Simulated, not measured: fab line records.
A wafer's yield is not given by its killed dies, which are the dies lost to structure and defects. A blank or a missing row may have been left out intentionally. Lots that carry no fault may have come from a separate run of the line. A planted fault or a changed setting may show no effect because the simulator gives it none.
Which of the tools did it? :: flow nand harc :: Sampling: 12 lots, 36 wafers, 5 of 1159 route steps

== WHAT EACH GAUGE READ, for each wafer ==
NHARC_P_BONDPAD_THK_MEAS_33: measures by ellipsometry.
lot: L357
measured: day 6 21:36
on: film metro-02
thk nm (nm): 199.8 199.3 200.9

lot: L359
measured: day 7 08:24
on: film metro-02
thk nm (nm): 198.9 197.6 198.5

lot: L363
measured: day 8 02:45
on: film metro-01
thk nm (nm): 200.1 199.8 199.0

lot: L365
measured: day 8 12:59
on: film metro-01
thk nm (nm): 199.2 200.1 201.1

lot: L366
measured: day 8 18:35
on: film metro-01
thk nm (nm): 200.4 199.4 202.2

lot: L369
measured: day 9 10:19
on: film metro-02
thk nm (nm): 201.1 202.2 199.8

lot: L368
measured: day 9 11:09
on: film metro-01
thk nm (nm): 200.9 199.7 199.7

lot: L371
measured: day 10 04:01
on: film metro-01
thk nm (nm): 201.2 201.9 201.4

lot: L373
measured: day 10 05:32
on: film metro-02
thk nm (nm): 200.2 199.9 200.1

lot: L370
measured: day 10 05:48
on: film metro-01
thk nm (nm): 199.9 200.8 203.0

lot: L372
measured: day 10 10:50
on: film metro-02
thk nm (nm): 198.8 201.5 201.2

lot: L374
measured: day 10 16:39
on: film metro-02
thk nm (nm): 201.2 198.9 201.8

NHARC_END_SORT_01.
lot: L363
measured: day 21 12:38
on: prober-02
defect limited yield (%): 94.1
killed at array: 35
killed at other: 1
killed at periphery: 4
killed dies: 40
killed open: 7
killed short: 3
sort_bin_2_pct (%): 1.8
sort_bin_3_pct (%): 0
sort_bin_4_pct (%): 4.1
sort n pass: 637
sort rim yield pct (%): 92.5
sort yield pct (%): 94.1

lot: L365
measured: day 21 18:49
on: prober-02
defect limited yield (%): 95.6 96.0 94.8
killed at array: 26 23 31
killed at other: 1 2 1
killed at periphery: 3 2 3
killed dies: 30 27 35
killed open: 5 3 8
killed short: 2 0 1
sort_bin_2_pct (%): 1.3 1.0 1.6
sort_bin_3_pct (%): 0 0 0.44
sort_bin_4_pct (%): 3.1 3.0 3.1
sort n pass: 647 650 642
sort rim yield pct (%): 92.5 92.5 91.5
sort yield pct (%): 95.6 96.0 94.8

lot: L366
measured: day 21 11:51
on: prober-01
defect limited yield (%): 95.1
killed at array: 29
killed at other: 0
killed at periphery: 4
killed dies: 33
killed open: 6
killed short: 1
sort_bin_2_pct (%): 1.9
sort_bin_3_pct (%): 0.15
sort_bin_4_pct (%): 2.8
sort n pass: 644
sort rim yield pct (%): 92.5
sort yield pct (%): 95.1

lot: L368
measured: day 22 05:06
on: prober-02
defect limited yield (%): 95.0
killed at array: 33
killed at other: 0
killed at periphery: 1
killed dies: 34
killed open: 5
killed short: 2
sort_bin_2_pct (%): 1.0
sort_bin_3_pct (%): 0.15
sort_bin_4_pct (%): 3.8
sort n pass: 643
sort rim yield pct (%): 97.2
sort yield pct (%): 95.0

lot: L372
measured: day 23 19:43
on: prober-01
defect limited yield (%): 0.9 95.3 1.8
killed at array: 29 27 40
killed at other: 1 1 1
killed at periphery: 641 4 624
killed dies: 671 32 665
killed open: 6 5 1
killed short: 0 4 0
sort_bin_2_pct (%): 95.6 2.1 94.1
sort_bin_3_pct (%): 0.15 0.44 0.15
sort_bin_4_pct (%): 3.4 2.2 4.0
sort n pass: 6 645 12
sort rim yield pct (%): 2.8 96.2 7.5
sort yield pct (%): 0.9 95.3 1.8

lot: L374
measured: day 23 13:16
on: prober-02
defect limited yield (%): 96.5 96.5 2.2
killed at array: 21 22 23
killed at other: 1 0 0
killed at periphery: 2 2 639
killed dies: 24 24 662
killed open: 4 3 3
killed short: 1 1 2
sort_bin_2_pct (%): 1.6 1.2 95.4
sort_bin_3_pct (%): 0 0.30 0.15
sort_bin_4_pct (%): 1.9 2.1 2.2
sort n pass: 653 653 15
sort rim yield pct (%): 90.6 94.3 8.5
sort yield pct (%): 96.5 96.5 2.2

== WHICH TOOL RAN EACH LOT (tool, then ch and the chambers of the sampled wafers, then the start) ==
lot: L357
NHARC_P_M2_PRE_CLEAN_32: pecvd-03 ch 0,1,2, day 6 20:28
NHARC_P_BONDPAD_ETCH_12: rie diel-04 ch 2,3, day 6 22:34
NHARC_P_BONDPAD_DEGAS_25: pvd sputter-02, day 6 23:20

lot: L359
NHARC_P_M2_PRE_CLEAN_32: pecvd-01 ch 0,1,2, day 7 07:18
NHARC_P_BONDPAD_ETCH_12: rie diel-04 ch 2,3, day 7 09:14
NHARC_P_BONDPAD_DEGAS_25: pvd sputter-01, day 7 10:00

lot: L363
NHARC_P_M2_PRE_CLEAN_32: pecvd-04 ch 0,1,2, day 8 01:36
NHARC_P_BONDPAD_ETCH_12: rie diel-06 ch 0,2,3, day 8 03:44
NHARC_P_BONDPAD_DEGAS_25: pvd sputter-03, day 8 04:30

lot: L365
NHARC_P_M2_PRE_CLEAN_32: pecvd-01 ch 0,2, day 8 11:52
NHARC_P_BONDPAD_ETCH_12: rie diel-04 ch 2,3, day 8 13:49
NHARC_P_BONDPAD_DEGAS_25: pvd sputter-02, day 8 14:37

lot: L366
NHARC_P_M2_PRE_CLEAN_32: pecvd-03 ch 0,1,2, day 8 17:26
NHARC_P_BONDPAD_ETCH_12: rie diel-04 ch 2,3, day 8 19:35
NHARC_P_BONDPAD_DEGAS_25: pvd sputter-01, day 8 20:20

lot: L369
NHARC_P_M2_PRE_CLEAN_32: pecvd-01 ch 0,1, day 9 09:11
NHARC_P_BONDPAD_ETCH_12: rie diel-04 ch 0,1, day 9 11:16
NHARC_P_BONDPAD_DEGAS_25: pvd sputter-01, day 9 12:02

lot: L368
NHARC_P_M2_PRE_CLEAN_32: pecvd-01 ch 0,2, day 9 10:02
NHARC_P_BONDPAD_ETCH_12: rie diel-04 ch 0,2, day 9 12:01
NHARC_P_BONDPAD_DEGAS_25: pvd sputter-03, day 9 12:49

lot: L371
NHARC_P_M2_PRE_CLEAN_32: pecvd-01 ch 0,1, day 10 02:41
NHARC_P_BONDPAD_ETCH_12: rie diel-04 ch 0,1, day 10 05:00
NHARC_P_BONDPAD_DEGAS_25: pvd sputter-01, day 10 05:47

lot: L373
NHARC_P_M2_PRE_CLEAN_32: pecvd-01 ch 1,2, day 10 04:25
NHARC_P_BONDPAD_ETCH_12: rie diel-04 ch 0,1,2, day 10 06:29
NHARC_P_BONDPAD_DEGAS_25: pvd sputter-03, day 10 07:28

lot: L370
NHARC_P_M2_PRE_CLEAN_32: pecvd-04 ch 1,2, day 10 04:29
NHARC_P_BONDPAD_ETCH_12: rie diel-04 ch 0,1,2, day 10 06:46
NHARC_P_BONDPAD_DEGAS_25: pvd sputter-01, day 10 07:34

lot: L372
NHARC_P_M2_PRE_CLEAN_32: pecvd-04 ch 0,1,2, day 10 09:42
NHARC_P_BONDPAD_ETCH_12: rie diel-04 ch 0,3, day 10 11:40
NHARC_P_BONDPAD_DEGAS_25: pvd sputter-03, day 10 12:26

lot: L374
NHARC_P_M2_PRE_CLEAN_32: pecvd-04 ch 0,1,2, day 10 15:30
NHARC_P_BONDPAD_ETCH_12: rie diel-04 ch 0,1,3, day 10 17:46
NHARC_P_BONDPAD_DEGAS_25: pvd sputter-01, day 10 18:32
- NHARC_P_M2_PRE_CLEAN_32: time 12 s.
- NHARC_P_BONDPAD_ETCH_12: etches the open film in CHF3/O2, target depth 200 nm, time 100 s.
- NHARC_P_BONDPAD_DEGAS_25: time 60 s.

== WHAT THE TOOLS THEMSELVES READ (means of the sampled wafers that have a number; where no wafer has one, the mark that the record gives instead) ==
NHARC_P_M2_PRE_CLEAN_32.
lot: L357
tool: pecvd-03
heater power w (W): 552

lot: L359
tool: pecvd-01
heater power w (W): 609

lot: L363
tool: pecvd-04
heater power w (W): 621

lot: L365
tool: pecvd-01
heater power w (W): 541

lot: L366
tool: pecvd-03
heater power w (W): 621

lot: L369
tool: pecvd-01
heater power w (W): 610

lot: L368
tool: pecvd-01
heater power w (W): 542

lot: L371
tool: pecvd-01
heater power w (W): 671

lot: L373
tool: pecvd-01
heater power w (W): 532

lot: L370
tool: pecvd-04
heater power w (W): 717

lot: L372
tool: pecvd-04
heater power w (W): 581

lot: L374
tool: pecvd-04
heater power w (W): 604

NHARC_P_BONDPAD_ETCH_12.
lot: L357
tool: rie diel-04
drypump motor current A (A): 5.0
oes product au (a.u.): 0.955
rf fwd power W (W): 495.5
rf vpp V (V): 371.7
showerhead plenum p Torr (Torr): 2.47
throttle valve pct (%): 20.564

lot: L359
tool: rie diel-04
drypump motor current A (A): 5.1
oes product au (a.u.): 0.918
rf fwd power W (W): 495.2
rf vpp V (V): 371.9
showerhead plenum p Torr (Torr): 2.47
throttle valve pct (%): 20.570

lot: L363
tool: rie diel-06
drypump motor current A (A): 5.3
oes product au (a.u.): 0.917
rf fwd power W (W): 495.0
rf vpp V (V): 372.5
showerhead plenum p Torr (Torr): 2.51
throttle valve pct (%): 20.579

lot: L365
tool: rie diel-04
drypump motor current A (A): 5.0
oes product au (a.u.): 0.910
rf fwd power W (W): 497.0
rf vpp V (V): 371.8
showerhead plenum p Torr (Torr): 2.47
throttle valve pct (%): 20.579

lot: L366
tool: rie diel-04
drypump motor current A (A): 5.1
oes product au (a.u.): 0.914
rf fwd power W (W): 496.2
rf vpp V (V): 372.0
showerhead plenum p Torr (Torr): 2.47
throttle valve pct (%): 20.574

lot: L369
tool: rie diel-04
drypump motor current A (A): 5.5
oes product au (a.u.): 0.953
rf fwd power W (W): 497.0
rf vpp V (V): 369.9
showerhead plenum p Torr (Torr): 2.39
throttle valve pct (%): 20.566

lot: L368
tool: rie diel-04
drypump motor current A (A): 5.2
oes product au (a.u.): 0.920
rf fwd power W (W): 495.9
rf vpp V (V): 371.7
showerhead plenum p Torr (Torr): 2.47
throttle valve pct (%): 20.572

lot: L371
tool: rie diel-04
drypump motor current A (A): 5.5
oes product au (a.u.): 0.905
rf fwd power W (W): 495.0
rf vpp V (V): 370.8
showerhead plenum p Torr (Torr): 2.39
throttle valve pct (%): 20.586

lot: L373
tool: rie diel-04
drypump motor current A (A): 5.4
oes product au (a.u.): 0.952
rf fwd power W (W): 495.4
rf vpp V (V): 372.3
showerhead plenum p Torr (Torr): 2.43
throttle valve pct (%): 20.573

lot: L370
tool: rie diel-04
drypump motor current A (A): 5.4
oes product au (a.u.): 0.908
rf fwd power W (W): 497.2
rf vpp V (V): 370.9
showerhead plenum p Torr (Torr): 2.43
throttle valve pct (%): 20.571

lot: L372
tool: rie diel-04
drypump motor current A (A): 5.8
oes product au (a.u.): 0.873
rf fwd power W (W): 455.9
rf vpp V (V): 371.3
showerhead plenum p Torr (Torr): 2.46
throttle valve pct (%): 20.571

lot: L374
tool: rie diel-04
drypump motor current A (A): 5.5
oes product au (a.u.): 0.894
rf fwd power W (W): 475.4
rf vpp V (V): 371.8
showerhead plenum p Torr (Torr): 2.43
throttle valve pct (%): 20.576

NHARC_P_BONDPAD_DEGAS_25.
lot: L357
tool: pvd sputter-02
heater power w (W): 471

lot: L359
tool: pvd sputter-01
heater power w (W): 457

lot: L363
tool: pvd sputter-03
heater power w (W): 521

lot: L365
tool: pvd sputter-02
heater power w (W): 477

lot: L366
tool: pvd sputter-01
heater power w (W): 447

lot: L369
tool: pvd sputter-01
heater power w (W): 453

lot: L368
tool: pvd sputter-03
heater power w (W): 517

lot: L371
tool: pvd sputter-01
heater power w (W): 422

lot: L373
tool: pvd sputter-03
heater power w (W): 520

lot: L370
tool: pvd sputter-01
heater power w (W): 414

lot: L372
tool: pvd sputter-03
heater power w (W): 508

lot: L374
tool: pvd sputter-01
heater power w (W): 421

== THE ANSWER, worked out from the rows above alone ==
Rule: usual is defined by the lots themselves. The widest of any qualifying gaps counts: lots, ordered by their means at a reading, are off when they make up no more than a third of the lots, leave a main group of 4 or more, and stand apart from it by 3 or more times the standard deviation of that group's means. If all means in a main group match to the digits the tables above print for the reading, that group is not used. A lot without any number at a reading at which 4 lots or more have one is off too. Where the step has rows for the other lots, those lots are counted as sound. Order of review: gauges by route order, followed by the tools' own readings, for which a lot's mean as printed above is used. At the first step where some lot is off, the reading lying furthest off is the one used; lots without a number count as furthest.
Off: L372, L374 (NHARC_END_SORT_01, killed at periphery). For the main group the mean is 2.9 and the standard deviation 1.2. Neither off nor sound, because the step has no rows for them: L357, L359, L369, L371, L373, L370.
A tool fits if, at a process step before that reading, it ran every lot that is off, and no sound lot after the first of them. The gauges at NHARC_END_SORT_01 aren't tried: what is off there is off at NHARC_P_BONDPAD_ETCH_12 too, on other tools, and a gauge's error can't cause that. Undecided on this evidence; 2 tools fit (pecvd-04 at NHARC_P_M2_PRE_CLEAN_32, rie diel-04 at NHARC_P_BONDPAD_ETCH_12).

== WHAT THE SIMULATOR PUT IN ==
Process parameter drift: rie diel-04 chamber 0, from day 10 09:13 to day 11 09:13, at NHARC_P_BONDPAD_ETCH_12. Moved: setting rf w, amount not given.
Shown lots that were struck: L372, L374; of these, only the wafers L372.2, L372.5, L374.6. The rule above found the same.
